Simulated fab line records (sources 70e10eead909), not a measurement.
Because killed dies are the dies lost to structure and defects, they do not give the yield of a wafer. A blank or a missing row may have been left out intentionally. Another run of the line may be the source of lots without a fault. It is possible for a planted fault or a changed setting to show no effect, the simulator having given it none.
fab line records | flow nand_harc
record: lots: 6 | wafers: 18 | last_day: 24
route steps=1159 shown A_STAIRCASE@605 END@1159
lots untouched by any fault: they come from a run of this same line in which no faults occurred
start_h: hours from the record's opening day to when the first of the lot's shown wafers began | wait_h: time in hours since the lot's previous step | " the same as in the row above | L1.1+2: one row covering several wafers at once | - no value, or no start was given | * or withheld: withheld | < > ~ a bound
route shown NAME@n: a module of which the file shows steps, and the number in the route of the first | usual: the fault-free wafers' mean and standard deviation | same: alike in all rows | chamber/n: place in a boat | sites: the reading at each site | _std_site: how widely they spread, as a standard deviation | _edge_site: mean of outer sites minus mean of inner sites | radius_mm: for every site, how far away it sits from the centre of the wafer | mask NAME#n: copy n | behind: the tool/chamber that last shaped the wafer | hold: why the lot went on hold/how many hours it stayed there/how the hold came to an end | device: transistor that didn't switch, given as n, p or np | end of line: tests of these same wafers at the route's end | a step with no rows: only its recipe | killed: count of dies lost to structure and defects at first sort (not the wafer's yield) | map: a wafer's dies, x killed, . not, _ none there
set.NAME: the setting that was run; set.NAME@STEP: the one run at that earlier step | model.NAME: the simulator's own value behind a step, which no gauge read
lots at some steps of the route; a table a step, a row a wafer
services: the hour from which a tool's chamber was out of use, counted from the record's first day as start_h (under 0 if before that day), plus the number of hours and why
== steps ==
step: NHARC_A_STAIRCASE_COAT_211
recipe: spin_rpm: 1200
step: NHARC_A_STAIRCASE_SOFTBAKE_212
recipe: temp_c: 135 | time_s: 170
step: NHARC_A_STAIRCASE_EBR_213
step: NHARC_A_STAIRCASE_EXPOSE_214
recipe: na: 0.5 | dose_mj: 31.26 | mask_id: STAIR_3
step: NHARC_A_STAIRCASE_PEB_215
recipe: peb_temp_c: 115 | peb_time_s: 130
step: NHARC_A_STAIRCASE_DEVELOP_216
recipe: time_s: 140
step: NHARC_A_STAIRCASE_HARDBAKE_218
recipe: temp_c: 120 | time_s: 140
step: NHARC_A_STAIRCASE_DESCUM_219
recipe: time_s: 3 | o2_flow_sccm: 200 | ar_flow_sccm: 0 | bias_power_w: 0 | chemistry: O2
usual: chamber_pressure_mTorr: 60.00/0.056 | drypump_motor_current_A: 5.72/0.27 | oes_product_au: 1.001/0.0096 | rf_vpp_V: 57.6/1 | showerhead_plenum_p_Torr: 1.87/0.076 | throttle_valve_pct: 11.311/0.0096
lot.wafer | tool        | chamber | start_h | wait_h | chamber_pressure_mTorr | drypump_motor_current_A | oes_product_au | rf_hours_counter_h | rf_vpp_V | showerhead_plenum_p_Torr | throttle_valve_pct
L662.4    | rie_diel-02 | 0       | 249.16  | -      | 60.05                  | 5.10                    | 1.007          | 34                 | 58.0     | 1.77                     | 11.317
L662.2    | "           | 1       | "       | "      | 60.06                  | 6.01                    | 0.996          | 32                 | 57.4     | 1.89                     | 11.301
L662.5    | "           | 3       | "       | "      | 60.02                  | 5.62                    | 1.020          | -                  | 58.3     | 1.94                     | 11.316
L663.4    | rie_diel-11 | 1       | 268.99  | -      | 59.98                  | 5.60                    | 0.988          | 23                 | 56.3     | 1.80                     | 11.307
L663.1    | "           | 2       | "       | "      | 60.02                  | 5.95                    | 0.999          | 25                 | 56.0     | 1.82                     | 11.301
L663.2    | "           | 0       | "       | "      | 59.98                  | 6.12                    | 1.010          | 20                 | 57.4     | 1.83                     | 11.297
L671.2    | rie_diel-11 | 2       | 299.79  | -      | 60.08                  | 5.96                    | 1.002          | 35                 | 57.2     | 1.82                     | 11.322
L671.4    | "           | 3       | "       | "      | 60.02                  | 5.38                    | 0.985          | 31                 | 58.1     | 1.99                     | 11.315
L671.3    | "           | 0       | "       | "      | 59.97                  | 6.11                    | 1.009          | 30                 | 59.4     | 1.82                     | 11.308
L672.2    | rie_diel-11 | 2       | 308.70  | -      | 60.12                  | 5.95                    | 1.000          | 38                 | 58.7     | 1.82                     | 11.308
L672.4    | "           | 3       | "       | "      | 60.05                  | 5.40                    | 0.999          | 33                 | 58.0     | 1.99                     | 11.319
L672.3    | "           | 0       | "       | "      | 59.94                  | 6.14                    | 1.016          | 33                 | 57.4     | 1.82                     | 11.302
L681.4    | rie_diel-05 | 2       | 354.24  | -      | 59.90                  | 5.50                    | 1.002          | 1                  | 57.1     | 1.93                     | 11.311
L681.3    | "           | 3       | "       | "      | 59.99                  | 5.55                    | 1.008          | 2                  | 57.0     | 1.98                     | 11.322
L681.6    | "           | 1       | "       | "      | 59.99                  | 5.69                    | 0.994          | -                  | 58.1     | 1.95                     | 11.315
L683.3    | rie_diel-05 | 0       | 361.49  | -      | 59.91                  | 5.61                    | 1.002          | 4                  | 58.8     | 1.82                     | 11.309
L683.1    | "           | 1       | "       | "      | 59.98                  | 5.69                    | 0.999          | 3                  | 57.8     | 1.95                     | 11.314
L683.4    | "           | 2       | "       | "      | 60.02                  | 5.47                    | 1.007          | 3                  | 57.1     | 1.93                     | 11.306
step: NHARC_A_STAIRCASE_TRIM_220
recipe: time_s: 211.2 | o2_flow_sccm: 500 | ar_flow_sccm: 0 | bias_w: 0 | chemistry: O2
usual: chamber_pressure_mTorr: 60.00/0.056 | drypump_motor_current_A: 5.75/0.26 | oes_product_au: 1.000/0.0094 | rf_vpp_V: 57.6/0.9 | showerhead_plenum_p_Torr: 3.44/0.13 | throttle_valve_pct: 17.036/0.0088
lot.wafer | tool        | chamber | start_h | wait_h | chamber_pressure_mTorr | drypump_motor_current_A | oes_product_au | rf_hours_counter_h | rf_vpp_V | showerhead_plenum_p_Torr | throttle_valve_pct
L662.4    | rie_diel-02 | 2       | 249.25  | 0.1    | 59.90                  | 5.84                    | 1.004          | 31                 | 56.2     | 3.33                     | 17.026
L662.2    | "           | 3       | "       | "      | 59.99                  | 5.69                    | 1.013          | 33                 | 57.0     | 3.57                     | 17.032
L662.5    | "           | 1       | "       | "      | 59.99                  | 6.05                    | 1.009          | -                  | 56.9     | 3.50                     | 17.046
L663.2    | rie_diel-11 | 1       | 269.07  | 0.1    | 59.94                  | 5.65                    | 0.990          | 23                 | 56.6     | 3.33                     | 17.029
L663.1    | "           | 3       | "       | "      | 60.06                  | 5.38                    | 0.998          | 21                 | 57.5     | 3.67                     | 17.039
L663.4    | "           | 0       | "       | "      | 60.05                  | 6.10                    | 1.005          | 20                 | 56.8     | 3.38                     | 17.055
L671.4    | rie_diel-11 | 1       | 299.89  | 0.1    | 60.08                  | 5.66                    | 0.996          | 32                 | 58.0     | 3.33                     | 17.028
L671.3    | "           | 2       | "       | "      | 60.03                  | 5.95                    | 1.001          | 35                 | 57.7     | 3.37                     | 17.049
L671.2    | "           | 3       | "       | "      | 60.06                  | 5.39                    | 0.989          | 31                 | 58.1     | 3.66                     | 17.041
L672.3    | rie_diel-11 | 1       | 308.80  | 0.1    | 60.02                  | 5.64                    | 1.003          | 35                 | 57.3     | 3.32                     | 17.029
L672.2    | "           | 2       | "       | "      | 59.96                  | 5.93                    | 1.004          | 38                 | 58.8     | 3.37                     | 17.041
L672.4    | "           | 3       | "       | "      | 60.03                  | 5.40                    | 0.987          | 33                 | 58.3     | 3.66                     | 17.036
L681.3    | rie_diel-05 | 3       | 354.34  | 0.1    | 60.11                  | 5.56                    | 1.009          | 2                  | 58.9     | 3.64                     | 17.024
L681.4    | "           | 0       | "       | "      | 59.90                  | 5.63                    | 1.012          | 2                  | 58.1     | 3.38                     | 17.045
L681.6    | "           | 2       | "       | "      | 59.92                  | 5.49                    | 1.012          | -                  | 59.4     | 3.57                     | 17.039
L683.4    | rie_diel-05 | 0       | 361.57  | 0.1    | 59.92                  | 5.64                    | 1.005          | 4                  | 56.6     | 3.38                     | 17.038
L683.1    | "           | 1       | "       | "      | 60.06                  | 5.72                    | 0.989          | 3                  | 57.4     | 3.59                     | 17.031
L683.3    | "           | 3       | "       | "      | 59.98                  | 5.57                    | 1.019          | 4                  | 57.8     | 3.64                     | 17.041
step: NHARC_A_STAIRCASE_ETCH_221
recipe: target_depth_a: 1000 | time_s: 40.5 | ion_energy_ev: 400 | c4f8_flow_sccm: 20 | o2_flow_sccm: 10 | ar_flow_sccm: withheld | rf_w: 600 | bias_w: 1000 | chemistry: C4F8/O2
usual: chamber_pressure_mTorr: 25.001/0.02 | oes_product_au: 0.934/0.016 | rf_vpp_V: 893/4.8 | run_length_s: 61.8/0.43
lot.wafer | tool        | chamber | start_h | wait_h | chamber_pressure_mTorr | oes_product_au | rf_hours_counter_h | rf_vpp_V | run_length_s
L662.4    | rie_diel-02 | 1       | -       | -      | 24.990                 | 0.940          | 32                 | 893      | 61.6
L662.2    | "           | 2       | "       | "      | 25.036                 | 0.963          | 31                 | 889      | 62.5
L662.5    | "           | 2       | "       | "      | 25.004                 | 0.961          | -                  | 889      | 62.2
L663.2    | rie_diel-11 | 0       | -       | -      | 25.008                 | 0.941          | 20                 | 889      | 61.7
L663.1    | "           | 1       | "       | "      | 25.003                 | 0.922          | 24                 | 888      | 62.3
L663.4    | "           | 2       | "       | "      | 25.038                 | 0.935          | 25                 | 891      | 62.3
L671.4    | rie_diel-11 | 1       | -       | -      | 25.001                 | 0.926          | 33                 | 887      | 62.1
L671.3    | "           | 2       | "       | "      | 25.004                 | 0.930          | 35                 | 890      | 61.9
L671.2    | "           | 0       | "       | "      | 25.041                 | 0.927          | 30                 | 889      | 62.0
L672.3    | rie_diel-11 | 1       | -       | -      | 24.999                 | 0.922          | 35                 | 889      | 62.3
L672.4    | "           | 2       | "       | "      | 24.987                 | 0.925          | 38                 | 890      | 62.5
L672.2    | "           | 0       | "       | "      | 25.016                 | 0.922          | 33                 | 891      | 61.2
L681.3    | rie_diel-05 | 0       | -       | -      | 25.001                 | 0.967          | 2                  | 892      | 61.3
L681.4    | "           | 3       | "       | "      | 25.022                 | 0.954          | 2                  | 900      | 61.0
L681.6    | "           | 0       | "       | "      | 24.981                 | 0.966          | -                  | 892      | 61.3
L683.4    | rie_diel-05 | 1       | -       | -      | 24.979                 | 0.933          | 3                  | 898      | 62.7
L683.3    | "           | 2       | "       | "      | 24.975                 | 0.964          | 3                  | 897      | 61.6
L683.1    | "           | 3       | "       | "      | 24.992                 | 0.947          | 4                  | 900      | 61.3
step: NHARC_A_STAIRCASE_TRIM_222
recipe: time_s: 211.2 | o2_flow_sccm: 500 | ar_flow_sccm: 0 | bias_w: 0 | chemistry: O2
usual: chamber_pressure_mTorr: 59.99/0.055 | drypump_motor_current_A: 5.74/0.27 | oes_product_au: 1.000/0.011 | rf_vpp_V: 57.6/0.95 | showerhead_plenum_p_Torr: 3.44/0.13 | throttle_valve_pct: 17.037/0.0087
lot.wafer | tool        | chamber | start_h | wait_h | chamber_pressure_mTorr | drypump_motor_current_A | oes_product_au | rf_hours_counter_h | rf_vpp_V | showerhead_plenum_p_Torr | throttle_valve_pct
L662.4    | rie_diel-02 | 2       | -       | -      | 60.05                  | 5.81                    | 1.019          | 31                 | 57.4     | 3.33                     | 17.053
L662.2    | "           | 0       | "       | "      | 60.04                  | 5.10                    | 1.011          | 35                 | 59.7     | 3.29                     | 17.025
L662.5    | "           | 2       | "       | "      | 60.14                  | 5.83                    | 1.014          | -                  | 56.4     | 3.33                     | 17.036
L663.1    | rie_diel-11 | 3       | -       | -      | 59.99                  | 5.39                    | 0.989          | 21                 | 59.6     | 3.67                     | 17.039
L663.2    | "           | 0       | "       | "      | 60.00                  | 6.13                    | 1.009          | 20                 | 56.4     | 3.38                     | 17.034
L663.4    | "           | 2       | "       | "      | 60.03                  | 5.96                    | 0.995          | 25                 | 59.1     | 3.37                     | 17.026
L671.2    | rie_diel-11 | 2       | -       | -      | 60.00                  | 5.96                    | 0.992          | 35                 | 58.8     | 3.37                     | 17.030
L671.4    | "           | 0       | "       | "      | 60.01                  | 6.16                    | 1.004          | 30                 | 57.9     | 3.37                     | 17.042
L671.3    | "           | 1       | "       | "      | 60.01                  | 5.65                    | 0.995          | 33                 | 57.1     | 3.33                     | 17.030
L672.4    | rie_diel-11 | 0       | -       | -      | 59.98                  | 6.11                    | 1.008          | 33                 | 56.9     | 3.37                     | 17.041
L672.3    | "           | 2       | "       | "      | 60.05                  | 5.97                    | 0.997          | 38                 | 56.8     | 3.37                     | 17.027
L672.2    | "           | 3       | "       | "      | 59.95                  | 5.39                    | 0.987          | 33                 | 58.2     | 3.66                     | 17.028
L681.3    | rie_diel-05 | 0       | -       | -      | 60.04                  | 5.60                    | 1.002          | 2                  | 57.7     | 3.38                     | 17.027
L681.4    | "           | 2       | "       | "      | 60.01                  | 5.50                    | 1.011          | 1                  | 56.9     | 3.57                     | 17.035
L681.6    | "           | 3       | "       | "      | 59.93                  | 5.56                    | 1.008          | -                  | 58.6     | 3.64                     | 17.021
L683.3    | rie_diel-05 | 0       | -       | -      | 60.05                  | 5.61                    | 1.002          | 4                  | 57.4     | 3.37                     | 17.040
L683.1    | "           | 2       | "       | "      | 59.95                  | 5.48                    | 1.007          | 3                  | 56.9     | 3.56                     | 17.050
L683.4    | "           | 3       | "       | "      | 59.90                  | 5.54                    | 1.008          | 4                  | 57.5     | 3.64                     | 17.032
step: NHARC_A_STAIRCASE_ETCH_223
recipe: target_depth_a: 1000 | time_s: 40.5 | ion_energy_ev: 400 | c4f8_flow_sccm: 20 | o2_flow_sccm: 10 | ar_flow_sccm: withheld | rf_w: 600 | bias_w: 1000 | chemistry: C4F8/O2
usual: chamber_pressure_mTorr: 25.003/0.021 | oes_product_au: 0.938/0.012 | rf_vpp_V: 893/4.9 | run_length_s: 61.8/0.41
lot.wafer | tool        | chamber | start_h | wait_h | chamber_pressure_mTorr | oes_product_au | rf_hours_counter_h | rf_vpp_V | run_length_s
L662.4    | rie_diel-02 | 1       | 249.62  | -      | 24.965                 | 0.941          | 33                 | 895      | 61.3
L662.2    | "           | 3       | "       | "      | 25.022                 | 0.968          | 34                 | 897      | 62.3
L662.5    | "           | 2       | "       | "      | 24.978                 | 0.955          | -                  | 889      | 62.6
L663.1    | rie_diel-11 | 2       | 269.86  | -      | 24.987                 | 0.924          | 26                 | 891      | 61.9
L663.2    | "           | 0       | "       | "      | 25.017                 | 0.937          | 20                 | 891      | 61.7
L663.4    | "           | 1       | "       | "      | 25.006                 | 0.927          | 24                 | 889      | 61.8
L671.3    | rie_diel-11 | 2       | 300.26  | -      | 24.999                 | 0.939          | 36                 | 889      | 61.8
L671.4    | "           | 0       | "       | "      | 24.982                 | 0.936          | 30                 | 889      | 48.0
L671.2    | "           | 1       | "       | "      | 25.046                 | 0.938          | 33                 | 889      | 62.3
L672.3    | rie_diel-11 | 1       | 309.24  | -      | 24.999                 | 0.927          | 35                 | 889      | 62.4
L672.2    | "           | 2       | "       | "      | 25.003                 | 0.928          | 38                 | 889      | 62.0
L672.4    | "           | 0       | "       | "      | 24.985                 | 0.932          | 33                 | 889      | 48.2
L681.4    | rie_diel-05 | 1       | 354.72  | -      | 24.994                 | 0.955          | 1                  | 901      | 62.3
L681.3    | "           | 2       | "       | "      | 24.986                 | 0.949          | 1                  | 896      | 61.5
L681.6    | "           | 0       | "       | "      | 25.010                 | 0.962          | -                  | 891      | 61.6
L683.4    | rie_diel-05 | 1       | 361.96  | -      | 25.005                 | 0.939          | 3                  | 899      | 62.0
L683.1    | "           | 2       | "       | "      | 24.995                 | 0.968          | 3                  | 899      | 61.4
L683.3    | "           | 3       | "       | "      | 24.986                 | 0.963          | 4                  | 900      | 61.1
step: NHARC_A_STAIRCASE_TRIM_224
recipe: time_s: 211.2 | o2_flow_sccm: 500 | ar_flow_sccm: 0 | bias_w: 0 | chemistry: O2
usual: chamber_pressure_mTorr: 60.00/0.056 | drypump_motor_current_A: 5.74/0.26 | oes_product_au: 1.001/0.0089 | rf_vpp_V: 57.7/0.94 | showerhead_plenum_p_Torr: 3.44/0.13 | throttle_valve_pct: 17.036/0.0092
lot.wafer | tool        | chamber | start_h | wait_h | chamber_pressure_mTorr | drypump_motor_current_A | oes_product_au | rf_hours_counter_h | rf_vpp_V | showerhead_plenum_p_Torr | throttle_valve_pct
L662.2    | rie_diel-02 | 3       | -       | -      | 60.03                  | 5.71                    | 0.999          | 34                 | 58.7     | 3.57                     | 17.048
L662.4    | "           | 0       | "       | "      | 59.94                  | 5.11                    | 1.009          | 35                 | 59.0     | 3.29                     | 17.033
L662.5    | "           | 0       | "       | "      | 59.97                  | 5.08                    | 1.014          | -                  | 57.7     | 3.29                     | 17.042
L663.1    | rie_diel-11 | 0       | -       | -      | 60.00                  | 6.11                    | 1.003          | 20                 | 58.7     | 3.38                     | 17.047
L663.2    | "           | 1       | "       | "      | 59.94                  | 5.61                    | 0.982          | 24                 | 57.4     | 3.33                     | 17.033
L663.4    | "           | 2       | "       | "      | 59.99                  | 5.96                    | 0.988          | 26                 | 57.0     | 3.37                     | 17.024
L671.3    | rie_diel-11 | 2       | -       | -      | 59.88                  | 5.95                    | 0.990          | 36                 | 58.2     | 3.37                     | 17.032
L671.4    | "           | 3       | "       | "      | 60.04                  | 5.37                    | 0.986          | 31                 | 59.6     | 3.66                     | 17.047
L671.2    | "           | 1       | "       | "      | 60.01                  | 5.59                    | 0.988          | 33                 | 58.0     | 3.33                     | 17.048
L672.3    | rie_diel-11 | 2       | -       | -      | 60.04                  | 5.97                    | 0.997          | 38                 | 57.0     | 3.37                     | 17.047
L672.4    | "           | 3       | "       | "      | 60.02                  | 5.39                    | 0.997          | 33                 | 57.1     | 3.66                     | 17.044
L672.2    | "           | 0       | "       | "      | 60.00                  | 6.15                    | 1.011          | 33                 | 57.6     | 3.37                     | 17.041
L681.3    | rie_diel-05 | 1       | -       | -      | 60.02                  | 5.70                    | 0.986          | 1                  | 58.5     | 3.60                     | 17.027
L681.4    | "           | 2       | "       | "      | 60.04                  | 5.47                    | 1.003          | 1                  | 60.1     | 3.57                     | 17.023
L681.6    | "           | 3       | "       | "      | 60.03                  | 5.54                    | 1.010          | -                  | 57.3     | 3.64                     | 17.048
L683.4    | rie_diel-05 | 3       | -       | -      | 59.96                  | 5.54                    | 1.001          | 4                  | 58.0     | 3.64                     | 17.034
L683.3    | "           | 0       | "       | "      | 59.94                  | 5.62                    | 1.008          | 4                  | 57.8     | 3.37                     | 17.027
L683.1    | "           | 2       | "       | "      | 60.04                  | 5.53                    | 1.002          | 3                  | 57.3     | 3.56                     | 17.028
step: NHARC_END_SORT_01
recipe: temp_c: 25
usual: killed_at_array: 29/11 | killed_at_other: 0.7/1.1 | killed_at_periphery: 3.1/2 | killed_dies: 33/11 | killed_open: 3.5/1.8 | killed_short: 2.0/1.4
same: gross_dies: 677
lot.wafer | tool      | chamber | start_h | wait_h | hold                     | killed_at_array | killed_at_other | killed_at_periphery | killed_dies | killed_open | killed_short
L663.1    | prober-02 | 0       | 476.18  | 2.5    | -                        | 19              | 1               | 4                   | 24          | 3           | 1
L663.2    | prober-02 | 0       | 476.99  | 2.8    | -                        | 18              | 0               | 3                   | 21          | 5           | 0
L663.4    | prober-02 | 0       | 478.60  | 3.4    | -                        | 14              | 1               | 3                   | 18          | 2           | 1
L671.2    | prober-01 | 0       | 505.23  | 2.8    | await_dispo/3.5h/release | 38              | 3               | 2                   | 43          | 3           | 1
L671.3    | prober-01 | 0       | 506.03  | 3.1    | await_dispo/3.5h/release | 37              | 1               | 1                   | 39          | 4           | 0
L671.4    | prober-01 | 0       | 506.83  | 3.4    | await_dispo/3.5h/release | 672             | 1               | 4                   | 677         | 3           | 3
L672.2    | prober-01 | 0       | 518.96  | 2.8    | await_dispo/1.8h/release | 30              | 1               | 9                   | 40          | 4           | 2
L672.3    | prober-01 | 0       | 519.75  | 3.1    | await_dispo/1.8h/release | 29              | 0               | 2                   | 31          | 3           | 0
L672.4    | prober-01 | 0       | 520.53  | 3.4    | await_dispo/1.8h/release | 673             | 1               | 3                   | 677         | 3           | 4
L681.3    | prober-02 | 0       | 570.92  | 3.1    | -                        | 29              | 1               | 6                   | 36          | 2           | 2
L681.4    | prober-02 | 0       | 571.72  | 3.4    | -                        | 36              | 0               | 3                   | 39          | 3           | 1
L681.6    | prober-02 | 0       | 573.33  | 4.0    | -                        | 33              | 0               | 4                   | 37          | 3           | 3
killed by level:class
L663.1 A_SLIT:chamber_film_flake=7 A_CONTACT:chamber_film_flake=5 P_M0:geometric_particle:open=3 A_CHANNEL_HOLE_D1:chamber_film_flake=3 A_STAIRCASE:chamber_film_flake=3 A_SGD_CUT:geometric_particle:short=1 P_ZERO_WELL:chamber_film_flake=1 THIN_TSV:chamber_film_flake=1
L663.2 A_SLIT:chamber_film_flake=8 A_CONTACT:chamber_film_flake=2 A_SOURCE_PLATE:geometric_particle:open=1 A_SGD_CUT:geometric_particle:open=1 A_BLC:geometric_particle:open=1 A_M0:geometric_particle:open=1 A_M1:geometric_particle:open=1 P_ZERO_WELL:chamber_film_flake=1
L663.4 A_SLIT:chamber_film_flake=5 A_CONTACT:chamber_film_flake=5 P_M1:geometric_particle:open=2 A_CHANNEL_HOLE_D1:chamber_film_flake=2 A_CHANNEL_HOLE_D1:geometric_particle:short=1 P_ZERO_WELL:chamber_film_flake=1 A_WL_FILL:chamber_film_flake=1 HYBRID_BOND:latent=1
L671.2 A_CHANNEL_HOLE_D1:chamber_film_flake=16 A_SLIT:chamber_film_flake=9 A_STAIRCASE:chamber_film_flake=6 THIN_TSV:chamber_film_flake=3 A_CONTACT:geometric_particle:open=2 P_GATE:chamber_film_flake=2 A_ZERO_WELL:chamber_film_flake=2 A_CONTACT:geometric_particle:short=1
L671.3 A_SLIT:chamber_film_flake=16 A_CHANNEL_HOLE_D1:chamber_film_flake=7 A_STAIRCASE:chamber_film_flake=5 A_ZERO_WELL:chamber_film_flake=2 A_BONDPAD:chamber_film_flake=2 P_M0:geometric_particle:open=1 A_CHANNEL_FILL_D1:geometric_particle:open=1 A_CONTACT:geometric_particle:open=1
L671.4 A_STAIRCASE:area_etch=624 A_SLIT:chamber_film_flake=14 A_CHANNEL_HOLE_D1:chamber_film_flake=13 A_STAIRCASE:chamber_film_flake=8 P_GATE:chamber_film_flake=4 A_ZERO_WELL:chamber_film_flake=3 A_WL_FILL:chamber_film_flake=3 A_CONTACT:geometric_particle:open=2
L672.2 A_SLIT:chamber_film_flake=12 P_ZERO_WELL:chamber_film_flake=8 A_CHANNEL_HOLE_D1:chamber_film_flake=5 A_STAIRCASE:chamber_film_flake=4 A_CONTACT:chamber_film_flake=3 A_CONTACT:geometric_particle:open=2 A_SOURCE_PLATE:geometric_particle:open=1 A_WL_FILL:geometric_particle:open=1
L672.3 A_SLIT:chamber_film_flake=15 A_CONTACT:chamber_film_flake=5 A_CHANNEL_HOLE_D1:chamber_film_flake=4 P_ZERO_WELL:chamber_film_flake=2 A_STAIRCASE:chamber_film_flake=2 A_SOURCE_PLATE:geometric_particle:open=1 A_WL_FILL:geometric_particle:open=1 A_CONTACT:geometric_particle:open=1
L672.4 A_STAIRCASE:area_etch=636 A_SLIT:chamber_film_flake=13 A_STAIRCASE:chamber_film_flake=7 A_CHANNEL_HOLE_D1:chamber_film_flake=6 A_CONTACT:chamber_film_flake=4 A_CONTACT:geometric_particle:short=2 P_ZERO_WELL:chamber_film_flake=2 P_GATE:geometric_particle:short=1
L681.3 A_SLIT:chamber_film_flake=16 A_CHANNEL_HOLE_D1:chamber_film_flake=6 P_STI:chamber_film_flake=2 A_ZERO_WELL:chamber_film_flake=2 A_CONTACT:chamber_film_flake=2 P_GATE:geometric_particle:open=1 P_M1:geometric_particle:short=1 A_SGD_CUT:geometric_particle:short=1
L681.4 A_SLIT:chamber_film_flake=21 A_CHANNEL_HOLE_D1:chamber_film_flake=7 P_M1:chamber_film_flake=2 A_STAIRCASE:chamber_film_flake=2 P_GATE:geometric_particle:open=1 A_ONON_D1:geometric_particle:open=1 A_WL_FILL:geometric_particle:short=1 A_M0:geometric_particle:open=1
L681.6 A_SLIT:chamber_film_flake=15 A_CHANNEL_HOLE_D1:chamber_film_flake=6 A_CONTACT:chamber_film_flake=5 A_WL_FILL:chamber_film_flake=3 P_GATE:geometric_particle:open=1 P_CONTACT:geometric_particle:short=1 P_M0:geometric_particle:short=1 A_ONON_D1:geometric_particle:open=1
map L671.4 (x killed, . not)
____________x____________
_________xxxxxxx_________
_______xxxxxxxxxxx_______
______xxxxxxxxxxxxx______
_____xxxxxxxxxxxxxxx_____
____xxxxxxxxxxxxxxxxx____
____xxxxxxxxxxxxxxxxx____
___xxxxxxxxxxxxxxxxxxx___
___xxxxxxxxxxxxxxxxxxx___
__xxxxxxxxxxxxxxxxxxxxx__
__xxxxxxxxxxxxxxxxxxxxx__
_xxxxxxxxxxxxxxxxxxxxxxx_
_xxxxxxxxxxxxxxxxxxxxxxx_
_xxxxxxxxxxxxxxxxxxxxxxx_
_xxxxxxxxxxxxxxxxxxxxxxx_
_xxxxxxxxxxxxxxxxxxxxxxx_
xxxxxxxxxxxxxxxxxxxxxxxxx
xxxxxxxxxxxxxxxxxxxxxxxxx
xxxxxxxxxxxxxxxxxxxxxxxxx
xxxxxxxxxxxxxxxxxxxxxxxxx
xxxxxxxxxxxxxxxxxxxxxxxxx
_xxxxxxxxxxxxxxxxxxxxxxx_
_xxxxxxxxxxxxxxxxxxxxxxx_
_xxxxxxxxxxxxxxxxxxxxxxx_
_xxxxxxxxxxxxxxxxxxxxxxx_
_xxxxxxxxxxxxxxxxxxxxxxx_
__xxxxxxxxxxxxxxxxxxxxx__
__xxxxxxxxxxxxxxxxxxxxx__
___xxxxxxxxxxxxxxxxxxx___
___xxxxxxxxxxxxxxxxxxx___
____xxxxxxxxxxxxxxxxx____
____xxxxxxxxxxxxxxxxx____
_____xxxxxxxxxxxxxxx_____
______xxxxxxxxxxxxx______
_______xxxxxxxxxxx_______
_________xxxxxxx_________
____________x____________
map L672.4 (x killed, . not)
____________x____________
_________xxxxxxx_________
_______xxxxxxxxxxx_______
______xxxxxxxxxxxxx______
_____xxxxxxxxxxxxxxx_____
____xxxxxxxxxxxxxxxxx____
____xxxxxxxxxxxxxxxxx____
___xxxxxxxxxxxxxxxxxxx___
___xxxxxxxxxxxxxxxxxxx___
__xxxxxxxxxxxxxxxxxxxxx__
__xxxxxxxxxxxxxxxxxxxxx__
_xxxxxxxxxxxxxxxxxxxxxxx_
_xxxxxxxxxxxxxxxxxxxxxxx_
_xxxxxxxxxxxxxxxxxxxxxxx_
_xxxxxxxxxxxxxxxxxxxxxxx_
_xxxxxxxxxxxxxxxxxxxxxxx_
xxxxxxxxxxxxxxxxxxxxxxxxx
xxxxxxxxxxxxxxxxxxxxxxxxx
xxxxxxxxxxxxxxxxxxxxxxxxx
xxxxxxxxxxxxxxxxxxxxxxxxx
xxxxxxxxxxxxxxxxxxxxxxxxx
_xxxxxxxxxxxxxxxxxxxxxxx_
_xxxxxxxxxxxxxxxxxxxxxxx_
_xxxxxxxxxxxxxxxxxxxxxxx_
_xxxxxxxxxxxxxxxxxxxxxxx_
_xxxxxxxxxxxxxxxxxxxxxxx_
__xxxxxxxxxxxxxxxxxxxxx__
__xxxxxxxxxxxxxxxxxxxxx__
___xxxxxxxxxxxxxxxxxxx___
___xxxxxxxxxxxxxxxxxxx___
____xxxxxxxxxxxxxxxxx____
____xxxxxxxxxxxxxxxxx____
_____xxxxxxxxxxxxxxx_____
______xxxxxxxxxxxxx______
_______xxxxxxxxxxx_______
_________xxxxxxx_________
____________x____________
== services ==
tool        | chamber | start_h | hours | kind
rie_diel-11 | 3       | 230.67  | 8.3   | repair
rie_diel-11 | 0       | 231.29  | 6.4   | repair
rie_diel-11 | 0       | 248.18  | -     | clean
rie_diel-11 | 1       | 248.18  | -     | clean
rie_diel-11 | 2       | 248.18  | -     | clean
rie_diel-11 | 3       | 248.18  | -     | clean
rie_diel-11 | 0       | 272.77  | -     | clean
rie_diel-11 | 1       | 272.77  | -     | clean
rie_diel-11 | 2       | 272.77  | -     | clean
rie_diel-11 | 3       | 272.77  | -     | clean
rie_diel-02 | 2       | 274.32  | 1.4   | repair
rie_diel-11 | 3       | 278.25  | 3.4   | repair
rie_diel-05 | 0       | 294.72  | 5.7   | repair
rie_diel-11 | 0       | 297.27  | -     | clean
rie_diel-11 | 1       | 297.27  | -     | clean
rie_diel-11 | 2       | 297.27  | -     | clean
rie_diel-11 | 3       | 297.27  | -     | clean
rie_diel-02 | 0       | 303.23  | 3.9   | repair
rie_diel-05 | 1       | 305.50  | 14.4  | repair
rie_diel-11 | 3       | 319.62  | 27.1  | repair
rie_diel-11 | 2       | 319.79  | 1.4   | repair
rie_diel-02 | -       | 327.82  | 9.0   | pm
rie_diel-05 | -       | 340.70  | 9.0   | pm
rie_diel-05 | -       | 352.65  | 0.9   | repair
== key ==
first_sign: step: NHARC_A_STAIRCASE_ETCH_223 | reading: run_length_s | direction: down | sigmas: 33 | usual: * | struck: *
effect: step: NHARC_END_SORT_01 | reading: killed_dies | direction: up | sigmas: 61 | usual: 33 | struck: 677
more_kills_born_at: NHARC_A_STAIRCASE_ETCH_223@rie_diel-11: 1260
met_at NHARC_A_STAIRCASE_ETCH_223
struck_wafers L671.4,L672.4
later_rows_left_out L671.4,L672.4
tester_left_out L671,L672
onset_between 269.86 300.26
fault: kind: process_parameter_drift | tool: rie_diel-11 | chamber: 0 | onset_h: 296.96 | steps: NHARC_A_STAIRCASE_ETCH_223 | channel: time_s | offset: * | shape: step | end_h: 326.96 | acts_in: * | stated: *
tester_left_out: of these lots the tester's yield and bins aren't shown, on N5 and GAA mostly nor the transistor test; their killed dies are dies lost to structure and defects alone, not to doping, threshold or leakage, so they don't give the yield
later_rows_left_out: the simulator's readings of these wafers behind a module that went badly wrong aren't trusted and aren't shown, but for the sort
